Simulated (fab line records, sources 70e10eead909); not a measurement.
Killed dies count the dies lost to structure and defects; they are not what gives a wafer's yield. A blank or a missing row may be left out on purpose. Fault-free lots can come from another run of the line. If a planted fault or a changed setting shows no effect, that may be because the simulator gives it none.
Matching of chambers / flow nand harc / 3 sister chambers for NHARC_P_M2_PRE_CLEAN_32 on pecvd-04
The step time 12 s. 22 wafers are shown with their chamber, then 11 later ones without.

== EACH WAFER AND ITS CHAMBER ==
wafer=L074.1; chamber=1; heater power w (W)=518
wafer=L074.2; chamber=2; heater power w (W)=696
wafer=L074.5; chamber=0; heater power w (W)=599
wafer=L075.3; chamber=1; heater power w (W)=477
wafer=L075.5; chamber=2; heater power w (W)=579
wafer=L075.6; chamber=1; heater power w (W)=466
wafer=L077.2; chamber=0; heater power w (W)=634
wafer=L077.3; chamber=1; heater power w (W)=578
wafer=L077.6; chamber=0; heater power w (W)=630
wafer=L081.2; chamber=0; heater power w (W)=563
wafer=L081.5; chamber=1; heater power w (W)=548
wafer=L081.6; chamber=0; heater power w (W)=608
wafer=L081.1; chamber=2; heater power w (W)=665
wafer=L081.3; chamber=1; heater power w (W)=535
wafer=L081.4; chamber=2; heater power w (W)=668
wafer=L083.1; chamber=2; heater power w (W)=630
wafer=L083.5; chamber=1; heater power w (W)=552
wafer=L083.6; chamber=2; heater power w (W)=623
wafer=L085.1; chamber=2; heater power w (W)=667
wafer=L085.3; chamber=0; heater power w (W)=568
wafer=L085.5; chamber=0; heater power w (W)=592
wafer=L085.2; chamber=1; heater power w (W)=561

SIGNATURES, as means of the wafers listed above
reading=heater power w; chamber 0=599.14; chamber 1=529.38; chamber 2=646.86; scatter within a chamber=36.1
Rule: for a wafer and a chamber, the distance is found by dividing, reading by reading, the gap between the wafer's reading and the chamber's mean by the reading's scatter, squaring, summing and taking the root. The wafer belongs to the nearest chamber; if the next one is less than 2 further off, it can't be placed. How the scatter is found: for the shown wafers, subtract from each reading the mean of its chamber, square and add these, divide the total by (wafers less chambers), then take the root.

== WAFERS WITH NO CHAMBER GIVEN ==
wafer=L085.4; heater power w (W)=667
wafer=L085.6; heater power w (W)=539
wafer=L093.2; heater power w (W)=644
wafer=L093.4; heater power w (W)=573
wafer=L093.6; heater power w (W)=534
wafer=L093.1; heater power w (W)=521
wafer=L093.3; heater power w (W)=562
wafer=L093.5; heater power w (W)=645
wafer=L094.1; heater power w (W)=495
wafer=L094.3; heater power w (W)=533
wafer=L094.4; heater power w (W)=524

== EACH ONE'S CHAMBER ==
wafer=L085.4; from the rows above=can't be placed: 2 or 0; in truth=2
wafer=L085.6; from the rows above=can't be placed: 1 or 0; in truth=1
wafer=L093.2; from the rows above=can't be placed: 2 or 0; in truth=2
wafer=L093.4; from the rows above=can't be placed: 0 or 1 or 2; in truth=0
wafer=L093.6; from the rows above=can't be placed: 1 or 0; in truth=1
wafer=L093.1; from the rows above=can't be placed: 1 or 0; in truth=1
wafer=L093.3; from the rows above=can't be placed: 1 or 0 or 2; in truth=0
wafer=L093.5; from the rows above=can't be placed: 2 or 0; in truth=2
wafer=L094.1; from the rows above=can't be placed: 1 or 0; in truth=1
wafer=L094.3; from the rows above=can't be placed: 1 or 0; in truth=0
wafer=L094.4; from the rows above=can't be placed: 1 or 0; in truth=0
0 of 11 placed correctly. From these rows, 11 cannot be placed; in 11 the true chamber is one of the candidates. Number placed wrongly: 0.
